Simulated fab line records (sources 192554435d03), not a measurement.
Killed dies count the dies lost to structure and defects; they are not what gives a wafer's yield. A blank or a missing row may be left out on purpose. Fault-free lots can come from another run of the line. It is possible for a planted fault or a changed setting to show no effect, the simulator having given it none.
Split-lot study || flow n5Finfet || 7 lots, 39 wafers read, on a route of 1938 steps

THE SPLIT ITSELF
At N5_MOL_CONTACT_COAG_SPUTTER_130 (material Co, target thk 47.5 nm), the setting targetThkA was moved away from the recipe's 475 angstrom on 12 of the 39 wafers read, by -13.8% to +4.2%. The other wafers ran this setting at the recipe's value.

The reading comes from the split's own step.

THE READING
Co_of_MOL_CONTACT_COAG_SPUTTER_130.thkNm (the simulator's own value, which no gauge read), in nm, at N5_MOL_CONTACT_COAG_SPUTTER_130 (material Co, target thk 47.5 nm). The file gives no usual value for it. Here, 27 wafers ran the recipe; their average is 47.5 nm with a standard deviation of 0.35 nm.

{"wafer": "L080.1", "tool, chamber at the split": "pvdSputter-02, -", "targetThkA as run, angstrom": 475, "against the recipe": "recipe", "Co_of_MOL_CONTACT_COAG_SPUTTER_130.thkNm, nm": 48, "against lot-mates on the recipe": "-"}
{"wafer": "L080.2", "tool, chamber at the split": "pvdSputter-02, -", "targetThkA as run, angstrom": 475, "against the recipe": "recipe", "Co_of_MOL_CONTACT_COAG_SPUTTER_130.thkNm, nm": 47.4, "against lot-mates on the recipe": "-"}
{"wafer": "L080.3", "tool, chamber at the split": "pvdSputter-02, -", "targetThkA as run, angstrom": 475, "against the recipe": "recipe", "Co_of_MOL_CONTACT_COAG_SPUTTER_130.thkNm, nm": 47.4, "against lot-mates on the recipe": "-"}
{"wafer": "L080.6", "tool, chamber at the split": "pvdSputter-02, -", "targetThkA as run, angstrom": 475, "against the recipe": "recipe", "Co_of_MOL_CONTACT_COAG_SPUTTER_130.thkNm, nm": 47.4, "against lot-mates on the recipe": "-"}
{"wafer": "L080.4", "tool, chamber at the split": "pvdSputter-02, -", "targetThkA as run, angstrom": 475, "against the recipe": "recipe", "Co_of_MOL_CONTACT_COAG_SPUTTER_130.thkNm, nm": 47.6, "against lot-mates on the recipe": "-"}
{"wafer": "L080.5", "tool, chamber at the split": "pvdSputter-02, -", "targetThkA as run, angstrom": 475, "against the recipe": "recipe", "Co_of_MOL_CONTACT_COAG_SPUTTER_130.thkNm, nm": 47.6, "against lot-mates on the recipe": "-"}
{"wafer": "L082.1", "tool, chamber at the split": "pvdSputter-02, -", "targetThkA as run, angstrom": 409.5, "against the recipe": "-13.8%", "Co_of_MOL_CONTACT_COAG_SPUTTER_130.thkNm, nm": 41, "against lot-mates on the recipe": -6.5}
{"wafer": "L082.4", "tool, chamber at the split": "pvdSputter-02, -", "targetThkA as run, angstrom": 409.5, "against the recipe": "-13.8%", "Co_of_MOL_CONTACT_COAG_SPUTTER_130.thkNm, nm": 41, "against lot-mates on the recipe": -6.5}
{"wafer": "L082.2", "tool, chamber at the split": "pvdSputter-02, -", "targetThkA as run, angstrom": 409.5, "against the recipe": "-13.8%", "Co_of_MOL_CONTACT_COAG_SPUTTER_130.thkNm, nm": 41.2, "against lot-mates on the recipe": -6.3}
{"wafer": "L082.3", "tool, chamber at the split": "pvdSputter-02, -", "targetThkA as run, angstrom": 475, "against the recipe": "recipe", "Co_of_MOL_CONTACT_COAG_SPUTTER_130.thkNm, nm": 47.4, "against lot-mates on the recipe": "-"}
{"wafer": "L082.5", "tool, chamber at the split": "pvdSputter-02, -", "targetThkA as run, angstrom": 475, "against the recipe": "recipe", "Co_of_MOL_CONTACT_COAG_SPUTTER_130.thkNm, nm": 47.6, "against lot-mates on the recipe": "-"}
{"wafer": "L082.6", "tool, chamber at the split": "pvdSputter-02, -", "targetThkA as run, angstrom": 475, "against the recipe": "recipe", "Co_of_MOL_CONTACT_COAG_SPUTTER_130.thkNm, nm": 47.6, "against lot-mates on the recipe": "-"}
{"wafer": "L084.1", "tool, chamber at the split": "pvdSputter-02, -", "targetThkA as run, angstrom": 495, "against the recipe": "+4.2%", "Co_of_MOL_CONTACT_COAG_SPUTTER_130.thkNm, nm": 50.2, "against lot-mates on the recipe": "+2.3"}
{"wafer": "L084.2", "tool, chamber at the split": "pvdSputter-02, -", "targetThkA as run, angstrom": 495, "against the recipe": "+4.2%", "Co_of_MOL_CONTACT_COAG_SPUTTER_130.thkNm, nm": 50.2, "against lot-mates on the recipe": "+2.3"}
{"wafer": "L084.3", "tool, chamber at the split": "pvdSputter-02, -", "targetThkA as run, angstrom": 495, "against the recipe": "+4.2%", "Co_of_MOL_CONTACT_COAG_SPUTTER_130.thkNm, nm": 49.6, "against lot-mates on the recipe": "+1.7"}
{"wafer": "L084.4", "tool, chamber at the split": "pvdSputter-02, -", "targetThkA as run, angstrom": 475, "against the recipe": "recipe", "Co_of_MOL_CONTACT_COAG_SPUTTER_130.thkNm, nm": 47.6, "against lot-mates on the recipe": "-"}
{"wafer": "L084.5", "tool, chamber at the split": "pvdSputter-02, -", "targetThkA as run, angstrom": 475, "against the recipe": "recipe", "Co_of_MOL_CONTACT_COAG_SPUTTER_130.thkNm, nm": 48, "against lot-mates on the recipe": "-"}
{"wafer": "L084.6", "tool, chamber at the split": "pvdSputter-02, -", "targetThkA as run, angstrom": 475, "against the recipe": "recipe", "Co_of_MOL_CONTACT_COAG_SPUTTER_130.thkNm, nm": 48.2, "against lot-mates on the recipe": "-"}
{"wafer": "L089.2", "tool, chamber at the split": "pvdSputter-02, -", "targetThkA as run, angstrom": 475, "against the recipe": "recipe", "Co_of_MOL_CONTACT_COAG_SPUTTER_130.thkNm, nm": 47.6, "against lot-mates on the recipe": "-"}
{"wafer": "L089.6", "tool, chamber at the split": "pvdSputter-02, -", "targetThkA as run, angstrom": 475, "against the recipe": "recipe", "Co_of_MOL_CONTACT_COAG_SPUTTER_130.thkNm, nm": 47.6, "against lot-mates on the recipe": "-"}
{"wafer": "L089.4", "tool, chamber at the split": "pvdSputter-02, -", "targetThkA as run, angstrom": 475, "against the recipe": "recipe", "Co_of_MOL_CONTACT_COAG_SPUTTER_130.thkNm, nm": 48.2, "against lot-mates on the recipe": "-"}
{"wafer": "L090.1", "tool, chamber at the split": "pvdSputter-01, -", "targetThkA as run, angstrom": 432.7, "against the recipe": "-8.9%", "Co_of_MOL_CONTACT_COAG_SPUTTER_130.thkNm, nm": 43.2, "against lot-mates on the recipe": -3.9}
{"wafer": "L090.5", "tool, chamber at the split": "pvdSputter-01, -", "targetThkA as run, angstrom": 432.7, "against the recipe": "-8.9%", "Co_of_MOL_CONTACT_COAG_SPUTTER_130.thkNm, nm": 43.2, "against lot-mates on the recipe": -3.9}
{"wafer": "L090.2", "tool, chamber at the split": "pvdSputter-01, -", "targetThkA as run, angstrom": 475, "against the recipe": "recipe", "Co_of_MOL_CONTACT_COAG_SPUTTER_130.thkNm, nm": 46.8, "against lot-mates on the recipe": "-"}
{"wafer": "L090.3", "tool, chamber at the split": "pvdSputter-01, -", "targetThkA as run, angstrom": 432.7, "against the recipe": "-8.9%", "Co_of_MOL_CONTACT_COAG_SPUTTER_130.thkNm, nm": 43.4, "against lot-mates on the recipe": -3.7}
{"wafer": "L090.4", "tool, chamber at the split": "pvdSputter-01, -", "targetThkA as run, angstrom": 475, "against the recipe": "recipe", "Co_of_MOL_CONTACT_COAG_SPUTTER_130.thkNm, nm": 47.4, "against lot-mates on the recipe": "-"}
{"wafer": "L090.6", "tool, chamber at the split": "pvdSputter-01, -", "targetThkA as run, angstrom": 475, "against the recipe": "recipe", "Co_of_MOL_CONTACT_COAG_SPUTTER_130.thkNm, nm": 47.2, "against lot-mates on the recipe": "-"}
{"wafer": "L092.1", "tool, chamber at the split": "pvdSputter-02, -", "targetThkA as run, angstrom": 475, "against the recipe": "recipe", "Co_of_MOL_CONTACT_COAG_SPUTTER_130.thkNm, nm": 47.2, "against lot-mates on the recipe": "-"}
{"wafer": "L092.2", "tool, chamber at the split": "pvdSputter-02, -", "targetThkA as run, angstrom": 475, "against the recipe": "recipe", "Co_of_MOL_CONTACT_COAG_SPUTTER_130.thkNm, nm": 47.2, "against lot-mates on the recipe": "-"}
{"wafer": "L092.6", "tool, chamber at the split": "pvdSputter-02, -", "targetThkA as run, angstrom": 475, "against the recipe": "recipe", "Co_of_MOL_CONTACT_COAG_SPUTTER_130.thkNm, nm": 47.2, "against lot-mates on the recipe": "-"}
{"wafer": "L092.3", "tool, chamber at the split": "pvdSputter-02, -", "targetThkA as run, angstrom": 475, "against the recipe": "recipe", "Co_of_MOL_CONTACT_COAG_SPUTTER_130.thkNm, nm": 47, "against lot-mates on the recipe": "-"}
{"wafer": "L092.4", "tool, chamber at the split": "pvdSputter-02, -", "targetThkA as run, angstrom": 475, "against the recipe": "recipe", "Co_of_MOL_CONTACT_COAG_SPUTTER_130.thkNm, nm": 47.4, "against lot-mates on the recipe": "-"}
{"wafer": "L092.5", "tool, chamber at the split": "pvdSputter-02, -", "targetThkA as run, angstrom": 475, "against the recipe": "recipe", "Co_of_MOL_CONTACT_COAG_SPUTTER_130.thkNm, nm": 47.4, "against lot-mates on the recipe": "-"}
{"wafer": "L096.1", "tool, chamber at the split": "pvdSputter-01, -", "targetThkA as run, angstrom": 475, "against the recipe": "recipe", "Co_of_MOL_CONTACT_COAG_SPUTTER_130.thkNm, nm": 47.2, "against lot-mates on the recipe": "-"}
{"wafer": "L096.2", "tool, chamber at the split": "pvdSputter-01, -", "targetThkA as run, angstrom": 475, "against the recipe": "recipe", "Co_of_MOL_CONTACT_COAG_SPUTTER_130.thkNm, nm": 48.2, "against lot-mates on the recipe": "-"}
{"wafer": "L096.3", "tool, chamber at the split": "pvdSputter-01, -", "targetThkA as run, angstrom": 475, "against the recipe": "recipe", "Co_of_MOL_CONTACT_COAG_SPUTTER_130.thkNm, nm": 47.6, "against lot-mates on the recipe": "-"}
{"wafer": "L096.4", "tool, chamber at the split": "pvdSputter-01, -", "targetThkA as run, angstrom": 494.5, "against the recipe": "+4.1%", "Co_of_MOL_CONTACT_COAG_SPUTTER_130.thkNm, nm": 49.4, "against lot-mates on the recipe": "+1.7"}
{"wafer": "L096.5", "tool, chamber at the split": "pvdSputter-01, -", "targetThkA as run, angstrom": 494.5, "against the recipe": "+4.1%", "Co_of_MOL_CONTACT_COAG_SPUTTER_130.thkNm, nm": 49, "against lot-mates on the recipe": "+1.3"}
{"wafer": "L096.6", "tool, chamber at the split": "pvdSputter-01, -", "targetThkA as run, angstrom": 494.5, "against the recipe": "+4.1%", "Co_of_MOL_CONTACT_COAG_SPUTTER_130.thkNm, nm": 50, "against lot-mates on the recipe": "+2.3"}

THE FIT
A straight line over all 39 wafers: Co_of_MOL_CONTACT_COAG_SPUTTER_130.thkNm changes by +0.48 nm for each +1% of targetThkA; r = +0.99; the points scatter about the line by 0.36 nm.
The same after taking each lot's own level away (the mean of its wafers on the recipe; 39 wafers): +0.46 nm for each +1%; r = +0.99; scatter 0.27 nm.
Per that fit: largest targetThkA move, reading shift of 6.3 nm.
The span of the lots' own levels, 47.13 to 47.93 nm, comes to 2.3 times the standard deviation stated above.
Consequently the slope shifts little with the lot-to-lot level, the two slopes agreeing.
Check: with one of the wafers moved furthest among these (-13.8%) left out of the fit, the line predicts -6.28 nm for it against its lot-mates. Against them it came out at -6.53 nm.

THESE WAFERS: OTHER SPLITS
Other splits were also applied to these wafers ahead of the reading. Each is held against what the fit with the lots' levels taken away leaves over:
{"other split on the same wafers": "N5_DUMMY_GATE_HM_DEP_06 targetThkA", "wafers away from the commonest value": 24, "r with Co_of_MOL_CONTACT_COAG_SPUTTER_130.thkNm (lot level and that fit taken away)": -0.05}
{"other split on the same wafers": "N5_DUMMY_GATE_EXPOSE_12 doseMj", "wafers away from the commonest value": 18, "r with Co_of_MOL_CONTACT_COAG_SPUTTER_130.thkNm (lot level and that fit taken away)": -0.18}
{"other split on the same wafers": "N5_HKMG_FIN_ETCH_35 timeS", "wafers away from the commonest value": 18, "r with Co_of_MOL_CONTACT_COAG_SPUTTER_130.thkNm (lot level and that fit taken away)": -0.01}

THE FILE'S OWN FIT
Co_of_MOL_CONTACT_COAG_SPUTTER_130.thkNm changes by +0.459 nm for each +1% of targetThkA, r = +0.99.
